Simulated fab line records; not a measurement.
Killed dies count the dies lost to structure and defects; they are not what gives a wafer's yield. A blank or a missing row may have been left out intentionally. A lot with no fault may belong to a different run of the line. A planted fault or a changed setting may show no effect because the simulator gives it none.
Split-lot study ; flow n5-finfet ; 21 wafers read from 7 lots, route of 1938 steps

## THE SPLIT ITSELF
At N5_MIM_BOT_SPUTTER_00 (material TiN, target thk 35 nm, time 89.7 s), the setting time-s was moved away from the recipe's 89.7 s on 5 of the 21 wafers read, by +5.5% to +14.7%. This setting was run at the recipe's value on the other wafers.

The split's own step is where the reading is taken.

## THE READING
TiN_of_MIM_BOT_SPUTTER_00.thk-nm (the simulator's own value, which no gauge read), in nm, at N5_MIM_BOT_SPUTTER_00 (material TiN, target thk 35 nm, time 89.7 s). No usual value for it is given in the file. Average 35.1 nm, standard deviation 0.3 nm, over the 16 wafers here run with the recipe.

wafer;tool, chamber at the split;time-s as run, s;against the recipe;TiN_of_MIM_BOT_SPUTTER_00.thk-nm, nm;against lot-mates on the recipe
L077.1;pvd-sputter-01, -;89.7;recipe;35.2;-
L077.2;pvd-sputter-01, -;102.9;+14.7%;40.2;+5.1
L077.5;pvd-sputter-01, -;89.7;recipe;35;-
L078.1;pvd-sputter-03, -;89.7;recipe;35.6;-
L078.6;pvd-sputter-03, -;89.7;recipe;35.6;-
L078.5;pvd-sputter-03, -;101.9;+13.6%;40.4;+4.8
L081.3;pvd-sputter-02, -;89.7;recipe;34.8;-
L081.4;pvd-sputter-02, -;89.7;recipe;34.8;-
L081.5;pvd-sputter-02, -;89.7;recipe;35;-
L083.1;pvd-sputter-01, -;89.7;recipe;35.2;-
L083.3;pvd-sputter-01, -;89.7;recipe;35.6;-
L083.4;pvd-sputter-01, -;101.4;+13.0%;39.2;+3.8
L087.2;pvd-sputter-02, -;89.7;recipe;35.4;-
L087.3;pvd-sputter-02, -;89.7;recipe;35;-
L087.4;pvd-sputter-02, -;89.7;recipe;34.6;-
L091.3;pvd-sputter-01, -;89.7;recipe;35;-
L091.4;pvd-sputter-01, -;94.66;+5.5%;37.4;+2.3
L091.6;pvd-sputter-01, -;89.7;recipe;35.2;-
L096.2;pvd-sputter-03, -;89.7;recipe;35;-
L096.3;pvd-sputter-03, -;95.79;+6.8%;37.4;+2.5
L096.5;pvd-sputter-03, -;89.7;recipe;34.8;-

FIT RESULTS
A straight line over all 21 wafers: TiN_of_MIM_BOT_SPUTTER_00.thk-nm changes by +0.351 nm for each +1% of time-s; r = +0.98; the points scatter about the line by 0.33 nm.
The same after taking each lot's own level away (the mean of its wafers on the recipe; 21 wafers): +0.337 nm for each +1%; r = +0.99; scatter 0.24 nm.
That fit puts the effect of the largest move of time-s on the reading at 5 nm.
The span of the lots' own levels, 34.87 to 35.60 nm, comes to 2.4 times the standard deviation stated above.
So the lot-to-lot level changes the slope little: the two slopes agree.
Check: +4.92 nm against its lot-mates is what the line predicts for one of the wafers moved furthest among these (+14.7%) when that wafer is left out of the fit. Against them it came out at +5.1 nm.

## OTHER SPLITS ON THESE WAFERS
Before the reading, these wafers also passed through other splits. Each is held against what the fit with the lots' levels taken away leaves over:
other split on the same wafers;wafers away from the commonest value;r with TiN_of_MIM_BOT_SPUTTER_00.thk-nm (lot level and that fit taken away)
N5_BEOL_M13_TRENCH_ETCH_34 time-s;5;+0.00
N5_BEOL_M15_COAT_04 spin-rpm;7;+0.35

## FILE'S OWN FIT
TiN_of_MIM_BOT_SPUTTER_00.thk-nm changes by +0.339 nm for each +1% of time-s, r = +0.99.
